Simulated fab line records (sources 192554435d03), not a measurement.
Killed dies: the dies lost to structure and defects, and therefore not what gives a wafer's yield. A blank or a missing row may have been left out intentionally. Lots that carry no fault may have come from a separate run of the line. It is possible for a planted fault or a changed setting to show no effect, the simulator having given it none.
fab line records -- flow n5-finfet -- part 1 of 2: steps 1 to 4 of 6
[record] lots = 23, wafers = 69, last-day = 18
route steps=1938 shown HKMG_FIN@398 GATE_CUT@477 MOL_CONTACT_COAG@530
lots that met no fault: from a run of the same line without faults
start-h: the number of hours between the record's first day and the start of the first shown wafer of the lot -- wait-h: hours since the lot's step before -- " as in the row above -- L1.1+2: one row covering several wafers at once -- - no value, or no start was given -- * or withheld: withheld -- < > ~ a bound
route shown NAME@n: names a module that has steps shown in the file, with the first one's number in the route -- usual: the fault-free wafers' mean and standard deviation -- same: alike in all rows -- chamber/n: place in a boat -- sites: the reading at each site -- _std_site: standard deviation across them -- _edge_site: outer sites' mean less inner sites' -- radius-mm: how far each site lies from the wafer's centre -- mask NAME#n: copy n -- behind: the tool/chamber that last shaped the wafer -- hold: why the lot went on hold/how many hours it stayed there/how the hold came to an end -- device: the transistor (n, p or np) that didn't switch -- end of line: the same wafers' tests at the end of the route -- where a step has no rows: the recipe by itself -- killed: count of dies lost to structure and defects at first sort (not the wafer's yield) -- map: per-die view of a wafer (x killed, . not killed, _ where there is no die)
set.NAME: the setting as run; set.NAME@STEP: as run at that earlier step -- model.NAME: the simulator's own value behind a step, which no gauge read
steps of the route over a sample of lots; a table a step, a row a wafer
services: when a tool's chamber went out of use (start-h, in hours from the record's first day, below 0 if earlier), for how many hours, and the reason
[[steps]]
[step N5_HKMG_FIN_CD_MEAS_49]
[recipe] target-cd-nm = 202, landing-energy-ev = 500, detector = se-inlens, polarity = opening
[usual] cd-nm = 202.0/0.55
lot.wafer,tool,chamber,start-h,wait-h,cd-nm
L074.1,cd-sem-01,0,74.61,-,202.0
L074.2,cd-sem-01,0,74.61,-,202.3
L074.5,cd-sem-01,0,74.61,-,201.7
L075.1,cd-sem-02,0,77.59,-,202.0
L075.2,cd-sem-02,0,77.59,-,201.8
L075.3,cd-sem-02,0,77.59,-,202.2
L076.3,cd-sem-03,0,82.50,-,201.8
L076.4,cd-sem-03,0,82.50,-,201.8
L076.6,cd-sem-03,0,82.50,-,201.3
L077.4,cd-sem-01,0,93.53,-,202.4
L077.5,cd-sem-01,0,93.53,-,202.1
L077.6,cd-sem-01,0,93.53,-,202.8
L078.4,cd-sem-01,0,94.96,-,202.0
L078.5,cd-sem-01,0,94.96,-,202.7
L078.6,cd-sem-01,0,94.96,-,201.5
L079.2,cd-sem-01,0,104.27,-,200.7
L079.4,cd-sem-01,0,104.27,-,200.5
L079.6,cd-sem-01,0,104.27,-,200.8
L080.1,cd-sem-02,0,110.13,-,202.1
L080.4,cd-sem-02,0,110.13,-,201.9
L080.5,cd-sem-02,0,110.13,-,202.2
L081.3,cd-sem-01,0,117.47,-,201.9
L081.5,cd-sem-01,0,117.47,-,201.6
L081.6,cd-sem-01,0,117.47,-,200.9
L082.1,cd-sem-01,0,119.95,-,202.2
L082.3,cd-sem-01,0,119.95,-,202.2
L082.5,cd-sem-01,0,119.95,-,202.3
L083.2,cd-sem-02,0,127.61,-,202.2
L083.5,cd-sem-02,0,127.61,-,202.1
L083.6,cd-sem-02,0,127.61,-,201.3
L084.1,cd-sem-02,0,131.10,-,201.1
L084.3,cd-sem-02,0,131.10,-,201.6
L084.6,cd-sem-02,0,131.10,-,202.3
L085.1,cd-sem-03,0,138.85,-,202.7
L085.2,cd-sem-03,0,138.85,-,202.9
L085.3,cd-sem-03,0,138.85,-,203.9
L086.3,cd-sem-01,0,150.09,-,202.7
L086.4,cd-sem-01,0,150.09,-,202.7
L086.5,cd-sem-01,0,150.09,-,201.8
L087.2,cd-sem-03,0,154.06,-,202.3
L087.3,cd-sem-03,0,154.06,-,201.7
L087.6,cd-sem-03,0,154.06,-,201.5
L088.2,cd-sem-03,0,155.50,-,201.6
L088.4,cd-sem-03,0,155.50,-,201.4
L088.6,cd-sem-03,0,155.50,-,200.8
L089.2,cd-sem-01,0,173.03,-,202.3
L089.3,cd-sem-01,0,173.03,-,202.2
L089.6,cd-sem-01,0,173.03,-,202.2
L090.1,cd-sem-02,0,173.49,-,202.2
L090.2,cd-sem-02,0,173.49,-,202.1
L090.6,cd-sem-02,0,173.49,-,201.3
L091.1,cd-sem-01,0,175.45,-,202.2
L091.4,cd-sem-01,0,175.45,-,202.7
L091.6,cd-sem-01,0,175.45,-,202.0
L092.3,cd-sem-01,0,179.87,-,203.1
L092.4,cd-sem-01,0,179.87,-,202.9
L092.6,cd-sem-01,0,179.87,-,202.4
L093.1,cd-sem-01,0,185.74,-,201.5
L093.3,cd-sem-01,0,185.74,-,201.7
L093.4,cd-sem-01,0,185.74,-,201.7
L094.1,cd-sem-03,0,196.11,-,202.7
L094.5,cd-sem-03,0,196.11,-,201.8
L094.6,cd-sem-03,0,196.11,-,202.1
L095.2,cd-sem-01,0,196.96,-,202.7
L095.5,cd-sem-01,0,196.96,-,202.5
L095.6,cd-sem-01,0,196.96,-,202.2
L097.1,cd-sem-03,0,208.91,-,201.8
L097.2,cd-sem-03,0,208.91,-,202.5
L097.4,cd-sem-03,0,208.91,-,201.8
[step N5_HKMG_FIN_ETCH_58]
[recipe] chemistry = N2/H2, target = SOC, target-depth-a = 2158, ion-energy-ev = 50, bias-w = 13, time-s = 741, pressure-mtorr = 30, source-w = 875, n2-flow-sccm = 200, h2-flow-sccm = 200
[usual] drypump-motor-current-A = 5.7/0.52, oes-product-au = 0.76/0.076, rf-vpp-V = 99.0/0.82, showerhead-plenum-p-Torr = 2.51/0.034, throttle-valve-pct = 17.83/0.25
lot.wafer,tool,chamber,start-h,wait-h,drypump-motor-current-A,oes-product-au,rf-hours-counter-h,rf-vpp-V,showerhead-plenum-p-Torr,throttle-valve-pct
L074.1,rie-diel-05,3,75.00,0.0,5.8,0.73,177,98.9,2.52,18.11
L074.2,rie-diel-05,1,75.00,0.0,6.0,0.73,216,98.8,2.50,17.72
L074.5,rie-diel-05,3,75.00,0.0,5.8,0.72,-,98.5,2.52,18.10
L075.1,rie-diel-01,2,77.98,0.0,5.7,0.69,226,100.1,2.51,18.12
L075.2,rie-diel-01,1,77.98,0.0,5.8,0.71,209,99.6,2.52,17.90
L075.3,rie-diel-01,3,77.98,0.0,4.8,0.77,155,98.6,2.54,17.99
L076.3,rie-diel-01,1,83.09,0.0,5.7,0.70,211,98.8,2.52,17.89
L076.4,rie-diel-01,0,83.09,0.0,6.6,0.93,11,98.6,2.51,17.30
L076.6,rie-diel-01,3,83.09,0.0,4.8,0.76,-,99.9,2.54,17.98
L077.4,rie-diel-02,0,93.92,0.0,5.6,0.82,84,99.4,2.46,17.70
L077.5,rie-diel-02,2,93.92,0.0,5.9,0.75,-,100.7,2.55,18.16
L077.6,rie-diel-02,3,93.92,0.0,6.0,0.80,-,99.2,2.57,17.62
L078.4,rie-diel-05,0,95.34,0.0,5.1,0.70,207,99.8,2.53,17.77
L078.5,rie-diel-05,1,95.34,0.0,5.9,0.73,-,99.0,2.50,17.76
L078.6,rie-diel-05,0,95.34,0.0,5.1,0.70,-,98.7,2.53,17.76
L079.2,rie-diel-01,2,104.98,0.0,5.7,0.68,238,99.6,2.51,18.14
L079.4,rie-diel-01,0,104.98,0.0,6.6,0.91,20,99.8,2.50,17.31
L079.6,rie-diel-01,1,104.98,0.0,5.7,0.71,-,99.7,2.52,17.91
L080.1,rie-diel-02,2,110.52,0.0,6.0,0.75,147,98.3,2.55,18.17
L080.4,rie-diel-02,3,110.52,0.0,6.1,0.79,94,99.3,2.57,17.66
L080.5,rie-diel-02,0,110.52,0.0,5.6,0.80,-,100.1,2.46,17.67
L081.3,rie-diel-02,3,117.88,0.0,6.0,0.81,97,97.8,2.57,17.65
L081.5,rie-diel-02,2,117.88,0.0,6.0,0.74,-,99.8,2.55,18.18
L081.6,rie-diel-02,3,117.88,0.0,6.1,0.80,-,100.8,2.57,17.64
L082.1,rie-diel-02,1,120.34,0.0,6.1,0.74,142,99.2,2.56,17.64
L082.3,rie-diel-02,2,120.34,0.0,6.0,0.74,151,99.8,2.55,18.16
L082.5,rie-diel-02,2,120.34,0.0,6.0,0.73,-,97.5,2.55,18.18
L083.2,rie-diel-01,2,128.36,0.0,5.7,0.68,246,98.7,2.50,18.16
L083.5,rie-diel-01,2,128.36,0.0,5.7,0.68,-,99.2,2.50,18.16
L083.6,rie-diel-01,0,128.36,0.0,6.5,0.89,-,100.2,2.50,17.33
L084.1,rie-diel-05,2,131.65,0.0,5.2,0.73,155,99.4,2.44,17.91
L084.3,rie-diel-05,3,131.65,0.0,5.7,0.71,196,98.5,2.52,18.13
L084.6,rie-diel-05,2,131.65,0.0,5.2,0.74,-,97.8,2.44,17.89
L085.1,rie-diel-02,1,139.24,0.0,6.1,0.74,149,98.9,2.56,17.65
L085.2,rie-diel-02,0,139.24,0.0,5.6,0.81,98,99.4,2.46,17.70
L085.3,rie-diel-02,3,139.24,0.0,6.1,0.79,104,99.6,2.57,17.69
L086.3,rie-diel-01,0,150.64,0.0,6.5,0.89,36,100.0,2.50,17.35
L086.4,rie-diel-01,3,150.64,0.0,4.8,0.74,-,100.4,2.53,18.04
L086.5,rie-diel-01,1,150.64,0.0,5.7,0.70,-,98.1,2.51,17.95
L087.2,rie-diel-01,0,154.54,0.0,6.5,0.88,38,99.6,2.49,17.34
L087.3,rie-diel-01,3,154.54,0.0,4.8,0.73,186,98.6,2.53,18.04
L087.6,rie-diel-01,0,154.54,0.0,6.5,0.88,-,100.1,2.49,17.35
L088.2,rie-diel-01,3,155.89,0.0,4.8,0.73,186,98.0,2.53,18.03
L088.4,rie-diel-01,1,155.89,0.0,5.7,0.69,-,98.8,2.51,17.93
L088.6,rie-diel-01,3,155.89,0.0,4.8,0.74,-,97.6,2.53,18.04
L089.2,rie-diel-02,2,173.42,0.0,6.0,0.73,170,98.5,2.54,18.21
L089.3,rie-diel-02,0,173.42,0.0,5.7,0.78,110,98.7,2.45,17.76
L089.6,rie-diel-02,2,173.42,0.0,6.0,0.73,-,100.1,2.54,18.21
L090.1,rie-diel-01,3,174.09,0.0,4.8,0.74,194,98.7,2.52,18.05
L090.2,rie-diel-01,2,174.09,0.0,5.7,0.99,6,99.7,2.50,17.72
L090.6,rie-diel-01,1,174.09,0.0,5.7,0.69,-,99.7,2.51,17.97
L091.1,rie-diel-05,2,175.90,0.0,5.2,0.73,172,98.9,2.44,17.92
L091.4,rie-diel-05,0,175.90,0.0,5.1,0.68,-,98.1,2.52,17.80
L091.6,rie-diel-05,2,175.90,0.0,5.2,0.72,-,99.7,2.43,17.94
L092.3,rie-diel-02,0,180.48,0.0,5.6,0.79,113,98.5,2.45,17.75
L092.4,rie-diel-02,3,180.48,0.0,6.1,0.77,119,100.1,2.56,17.67
L092.6,rie-diel-02,1,180.48,0.0,6.1,0.72,-,99.9,2.55,17.66
L093.1,rie-diel-01,3,186.13,0.0,4.8,0.73,199,99.4,2.52,18.06
L093.3,rie-diel-01,2,186.13,0.0,5.7,0.95,11,99.9,2.50,17.72
L093.4,rie-diel-01,1,186.13,0.0,5.8,0.69,238,98.7,2.50,17.96
L094.1,rie-diel-01,0,196.50,0.0,6.5,0.86,53,99.7,2.49,17.39
L094.5,rie-diel-01,0,196.50,0.0,6.5,0.86,-,99.7,2.49,17.39
L094.6,rie-diel-01,3,196.50,0.0,4.8,0.72,-,99.7,2.52,18.07
L095.2,rie-diel-05,3,197.34,0.0,5.7,0.69,222,98.6,2.51,18.18
L095.5,rie-diel-05,2,197.34,0.0,5.2,0.72,-,97.8,2.43,17.95
L095.6,rie-diel-05,0,197.34,0.0,5.1,0.67,-,98.8,2.51,17.83
L097.1,rie-diel-01,2,209.30,0.0,5.7,0.93,18,97.4,2.49,17.73
L097.2,rie-diel-01,3,209.30,0.0,4.8,0.72,207,98.2,2.52,18.07
L097.4,rie-diel-01,3,209.30,0.0,4.8,0.72,-,98.6,2.52,18.06
[step N5_GATE_CUT_HM_DEP_46]
[recipe] material = SiO2, target-thk-a = 1300, temp-c = 400, precursor = TEOS/O2, pressure-torr = 6.5, rf-w = 900, teos-flow-sccm = 161.4, gas = O2, flow-sccm = 2650, time-s = 26.6
[usual] heater-power-w = 553/74, showerhead-plenum-p-Torr = 8.35/0.035, throttle-valve-pct = 18.4/1.1
lot.wafer,tool,chamber,start-h,wait-h,heater-power-w,showerhead-plenum-p-Torr,throttle-valve-pct
L074.1,pecvd-03,2,86.87,0.0,543,8.36,16.3
L074.2,pecvd-03,1,86.87,0.0,677,8.39,18.7
L074.5,pecvd-03,1,86.87,0.0,665,8.39,18.5
L075.1,pecvd-01,2,89.07,0.0,444,8.37,17.6
L075.2,pecvd-01,1,89.07,0.0,519,8.30,18.4
L075.3,pecvd-01,0,89.07,0.0,613,8.34,20.2
L076.3,pecvd-01,2,95.52,0.0,514,8.36,18.1
L076.4,pecvd-01,0,95.52,0.0,514,8.33,20.2
L076.6,pecvd-01,2,95.52,0.0,540,8.38,17.9
L077.4,pecvd-01,2,105.07,0.1,542,8.37,18.0
L077.5,pecvd-01,1,105.07,0.1,510,8.30,18.2
L077.6,pecvd-01,0,105.07,0.1,607,8.32,19.9
L078.4,pecvd-02,2,106.90,0.1,719,8.29,18.8
L078.5,pecvd-02,0,106.90,0.1,438,8.32,18.7
L078.6,pecvd-02,1,106.90,0.1,674,8.34,19.0
L079.2,pecvd-01,0,116.38,0.0,671,8.33,20.2
L079.4,pecvd-01,2,116.38,0.0,551,8.39,17.8
L079.6,pecvd-01,0,116.38,0.0,685,8.32,20.1
L080.1,pecvd-01,2,121.17,0.0,459,8.37,18.2
L080.4,pecvd-01,0,121.17,0.0,585,8.34,20.3
L080.5,pecvd-01,2,121.17,0.0,477,8.37,18.0
L081.3,pecvd-03,0,128.75,0.0,469,8.36,17.6
L081.5,pecvd-03,1,128.75,0.0,647,8.41,18.8
L081.6,pecvd-03,0,128.75,0.0,472,8.36,17.6
L082.1,pecvd-01,1,131.44,0.0,520,8.30,18.3
L082.3,pecvd-01,2,131.44,0.0,576,8.38,18.2
L082.5,pecvd-01,1,131.44,0.0,513,8.30,18.0
L083.2,pecvd-03,0,140.12,0.0,526,8.38,17.6
L083.5,pecvd-03,1,140.12,0.0,608,8.39,18.7
L083.6,pecvd-03,0,140.12,0.0,513,8.37,17.7
L084.1,pecvd-01,0,142.54,0.0,611,8.33,20.3
L084.3,pecvd-01,1,142.54,0.0,422,8.30,18.0
L084.6,pecvd-01,1,142.54,0.0,428,8.30,18.2
L085.1,pecvd-01,0,150.20,0.0,626,8.31,20.1
L085.2,pecvd-01,2,150.20,0.0,559,8.36,18.4
L085.3,pecvd-01,1,150.20,0.0,444,8.32,18.1
L086.3,pecvd-03,2,161.80,0.0,519,8.34,16.8
L086.4,pecvd-03,1,161.80,0.0,649,8.41,18.7
L086.5,pecvd-03,0,161.80,0.0,452,8.39,17.8
L087.2,pecvd-01,1,165.79,0.0,486,8.31,18.3
L087.3,pecvd-01,0,165.79,0.0,606,8.33,20.3
L087.6,pecvd-01,1,165.79,0.0,486,8.31,17.9
L088.2,pecvd-03,1,167.32,0.0,695,8.42,18.7
L088.4,pecvd-03,1,167.32,0.0,717,8.42,18.7
L088.6,pecvd-03,2,167.32,0.0,557,8.37,16.2
L089.2,pecvd-03,2,184.61,0.0,553,8.35,16.7
L089.3,pecvd-03,1,184.61,0.0,562,8.40,18.6
L089.6,pecvd-03,1,184.61,0.0,579,8.40,18.7
L090.1,pecvd-01,1,185.91,0.0,469,8.32,18.0
L090.2,pecvd-01,2,185.91,0.0,521,8.37,18.2
L090.6,pecvd-01,0,185.91,0.0,667,8.31,20.1
L091.1,pecvd-03,1,187.57,0.0,569,8.40,18.6
L091.4,pecvd-03,1,187.57,0.0,583,8.41,18.5
L091.6,pecvd-03,2,187.57,0.0,535,8.35,16.7
L092.3,pecvd-03,2,192.96,0.0,495,8.35,16.5
L092.4,pecvd-03,2,192.96,0.0,514,8.36,16.7
L092.6,pecvd-03,1,192.96,0.0,705,8.41,18.6
L093.1,pecvd-01,2,197.46,0.0,567,8.36,18.2
L093.3,pecvd-01,1,197.46,0.0,429,8.30,18.2
L093.4,pecvd-01,2,197.46,0.0,562,8.36,18.0
L094.1,pecvd-01,2,207.59,0.0,517,8.37,18.2
L094.5,pecvd-01,1,207.59,0.0,505,8.32,18.3
L094.6,pecvd-01,2,207.59,0.0,533,8.36,18.1
L095.2,pecvd-03,1,208.93,0.0,617,8.41,18.8
L095.5,pecvd-03,2,208.93,0.0,549,8.33,16.5
L095.6,pecvd-03,0,208.93,0.0,522,8.38,18.0
L097.1,pecvd-01,0,222.59,0.0,670,8.33,20.2
L097.2,pecvd-01,1,222.59,0.0,537,8.30,18.2
L097.4,pecvd-01,0,222.59,0.0,680,8.33,20.3
[step N5_GATE_CUT_VAPOR_ETCH_49]
[recipe] chemistry = BCl3/Cl2, target = TiAlC, mode = isotropic
[usual] drypump-motor-current-A = 5.3/0.4, oes-product-au = 0.75/0.098
lot.wafer,tool,chamber,start-h,wait-h,drypump-motor-current-A,oes-product-au
L074.1,rie-metal-03,1,87.95,0.0,5.6,0.61
L074.2,rie-metal-03,0,87.95,0.0,4.9,0.81
L074.5,rie-metal-03,0,87.95,0.0,4.8,0.81
L075.1,rie-metal-03,1,90.36,0.0,5.6,0.61
L075.2,rie-metal-03,0,90.36,0.0,4.9,0.80
L075.3,rie-metal-03,1,90.36,0.0,5.6,0.61
L076.3,rie-metal-03,1,96.59,0.0,5.6,0.61
L076.4,rie-metal-03,0,96.59,0.0,4.9,0.79
L076.6,rie-metal-03,1,96.59,0.0,5.6,0.61
L077.4,rie-metal-01,0,106.26,0.0,5.3,0.95
L077.5,rie-metal-01,0,106.26,0.0,5.3,0.96
L077.6,rie-metal-01,1,106.26,0.0,4.8,0.91
L078.4,rie-metal-03,1,108.00,0.0,5.7,0.60
L078.5,rie-metal-03,1,108.00,0.0,5.6,0.60
L078.6,rie-metal-03,0,108.00,0.0,4.9,0.79
L079.2,rie-metal-03,1,117.75,0.0,5.6,0.61
L079.4,rie-metal-03,1,117.75,0.0,5.6,0.60
L079.6,rie-metal-03,0,117.75,0.0,4.9,0.80
L080.1,rie-metal-02,1,122.36,0.0,5.4,0.69
L080.4,rie-metal-02,1,122.36,0.0,5.4,0.69
L080.5,rie-metal-02,1,122.36,0.0,5.3,0.69
L081.3,rie-metal-03,0,129.88,0.0,4.9,0.79
L081.5,rie-metal-03,0,129.88,0.0,4.9,0.79
L081.6,rie-metal-03,1,129.88,0.0,5.6,0.61
L082.1,rie-metal-03,1,132.63,0.0,5.6,0.60
L082.3,rie-metal-03,0,132.63,0.0,4.8,0.80
L082.5,rie-metal-03,0,132.63,0.0,4.8,0.79
L083.2,rie-metal-02,0,141.18,0.0,5.9,0.81
L083.5,rie-metal-02,1,141.18,0.0,5.3,0.69
L083.6,rie-metal-02,0,141.18,0.0,5.9,0.81
L084.1,rie-metal-03,0,147.77,0.0,4.9,0.79
L084.3,rie-metal-03,1,147.77,0.0,5.7,0.60
L084.6,rie-metal-03,0,147.77,0.0,4.9,0.79
L085.1,rie-metal-03,0,152.88,0.0,4.9,0.78
L085.2,rie-metal-03,1,152.88,0.0,5.6,0.60
L085.3,rie-metal-03,0,152.88,0.0,4.9,0.78
L086.3,rie-metal-03,0,163.00,0.0,4.9,0.78
L086.4,rie-metal-03,1,163.00,0.0,5.6,0.59
L086.5,rie-metal-03,1,163.00,0.0,5.6,0.60
L087.2,rie-metal-02,1,166.87,0.0,5.3,0.69
L087.3,rie-metal-02,1,166.87,0.0,5.3,0.68
L087.6,rie-metal-02,1,166.87,0.0,5.3,0.68
L088.2,rie-metal-03,0,168.73,0.1,4.9,0.78
L088.4,rie-metal-03,0,168.73,0.1,4.9,0.78
L088.6,rie-metal-03,0,168.73,0.1,4.9,0.77
L089.2,rie-metal-01,1,185.89,0.1,4.8,0.86
L089.3,rie-metal-01,1,185.89,0.1,4.8,0.86
L089.6,rie-metal-01,1,185.89,0.1,4.8,0.86
L090.1,rie-metal-03,0,187.25,0.1,4.8,0.76
L090.2,rie-metal-03,0,187.25,0.1,4.8,0.77
L090.6,rie-metal-03,0,187.25,0.1,4.8,0.77
L091.1,rie-metal-02,0,188.63,0.0,5.9,0.80
L091.4,rie-metal-02,1,188.63,0.0,5.3,0.68
L091.6,rie-metal-02,1,188.63,0.0,5.3,0.68
L092.3,rie-metal-02,1,194.03,0.0,5.3,0.68
L092.4,rie-metal-02,0,194.03,0.0,5.8,0.79
L092.6,rie-metal-02,0,194.03,0.0,5.9,0.79
L093.1,rie-metal-02,0,198.52,0.0,5.9,0.79
L093.3,rie-metal-02,1,198.52,0.0,5.4,0.68
L093.4,rie-metal-02,0,198.52,0.0,5.9,0.79
L094.1,rie-metal-02,1,208.72,0.0,5.4,0.68
L094.5,rie-metal-02,1,208.72,0.0,5.4,0.68
L094.6,rie-metal-02,0,208.72,0.0,5.9,0.79
L095.2,rie-metal-03,0,210.24,0.0,4.9,0.76
L095.5,rie-metal-03,0,210.24,0.0,4.9,0.76
L095.6,rie-metal-03,1,210.24,0.0,5.7,0.96
L097.1,rie-metal-01,0,224.13,0.0,5.4,0.89
L097.2,rie-metal-01,1,224.13,0.0,4.9,0.85
L097.4,rie-metal-01,0,224.13,0.0,5.4,0.89
